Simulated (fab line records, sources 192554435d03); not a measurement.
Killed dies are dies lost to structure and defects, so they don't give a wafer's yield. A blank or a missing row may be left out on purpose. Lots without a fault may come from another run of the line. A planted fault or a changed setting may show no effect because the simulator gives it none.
Chamber matching | flow n5_finfet | N5_SD_EPI_N_DESCUM_14 on rie_diel-02: 4 sister chambers
The step chemistry O2, time 7.9 s. 20 wafers are shown with their chamber, then 10 later ones without.

WAFERS WITH THEIR CHAMBER
wafer  | chamber | drypump_motor_current_A (A) | showerhead_plenum_p_Torr (Torr) | throttle_valve_pct (%)
L074.1 | 1       | 5.0                         | 2.24                            | 20.46
L074.2 | 3       | 5.2                         | 2.13                            | 20.48
L074.3 | 2       | 6.4                         | 2.21                            | 20.15
L075.1 | 0       | 4.9                         | 2.10                            | 20.31
L075.4 | 1       | 5.0                         | 2.24                            | 20.47
L075.6 | 0       | 4.9                         | 2.10                            | 20.32
L077.4 | 3       | 5.2                         | 2.13                            | 20.52
L077.5 | 3       | 5.2                         | 2.13                            | 20.51
L077.6 | 2       | 6.3                         | 2.20                            | 20.17
L078.2 | 1       | 5.0                         | 2.24                            | 20.50
L078.4 | 2       | 6.3                         | 2.20                            | 20.15
L078.5 | 2       | 6.3                         | 2.20                            | 20.17
L079.1 | 1       | 4.9                         | 2.23                            | 20.48
L079.2 | 0       | 4.9                         | 2.10                            | 20.34
L079.3 | 2       | 6.3                         | 2.20                            | 20.17
L082.1 | 2       | 6.4                         | 2.20                            | 20.17
L082.4 | 3       | 5.2                         | 2.12                            | 20.51
L082.6 | 0       | 4.9                         | 2.10                            | 20.33
L084.1 | 1       | 5.0                         | 2.23                            | 20.50
L084.4 | 2       | 6.4                         | 2.20                            | 20.18

SIGNATURES (means of the wafers above)
reading                  | chamber 0 | chamber 1 | chamber 2 | chamber 3 | scatter within a chamber
drypump_motor_current_A  | 4.900     | 4.980     | 6.343     | 5.200     | 0.0396
showerhead_plenum_p_Torr | 2.1000    | 2.2360    | 2.2014    | 2.1275    | 0.00419
throttle_valve_pct       | 20.3250   | 20.4820   | 20.1657   | 20.5050   | 0.0147
Rule: a wafer's distance from a chamber is the root of the sum, over the readings, of the square of ((its reading less the chamber's mean) divided by the reading's scatter). The wafer belongs to the nearest chamber; if the next one is less than 2 further off, it can't be placed. The scatter: the root of (the sum of the squares of (reading less its chamber's mean) over the shown wafers, divided by (wafers less chambers)).

WAFERS WITHOUT THEIR CHAMBER
wafer  | drypump_motor_current_A (A) | showerhead_plenum_p_Torr (Torr) | throttle_valve_pct (%)
L084.6 | 4.9                         | 2.10                            | 20.34
L089.2 | 4.9                         | 2.09                            | 20.36
L089.4 | 5.2                         | 2.12                            | 20.57
L089.5 | 5.0                         | 2.23                            | 20.54
L095.1 | 5.2                         | 2.11                            | 20.55
L095.4 | 5.0                         | 2.22                            | 20.53
L095.6 | 5.2                         | 2.11                            | 20.55
L096.1 | 4.9                         | 2.09                            | 20.39
L096.4 | 5.0                         | 2.22                            | 20.54
L096.6 | 4.9                         | 2.09                            | 20.34

WHICH CHAMBER EACH WENT THROUGH
wafer  | from the rows above | in truth
L084.6 | 0                   | 0
L089.2 | 0                   | 0
L089.4 | 3                   | 3
L089.5 | 1                   | 1
L095.1 | 3                   | 3
L095.4 | 1                   | 1
L095.6 | 3                   | 3
L096.1 | 0                   | 0
L096.4 | 1                   | 1
L096.6 | 0                   | 0
Placed correctly: 10 of 10. Can't be placed from these rows: 0. Placed wrongly: 0.
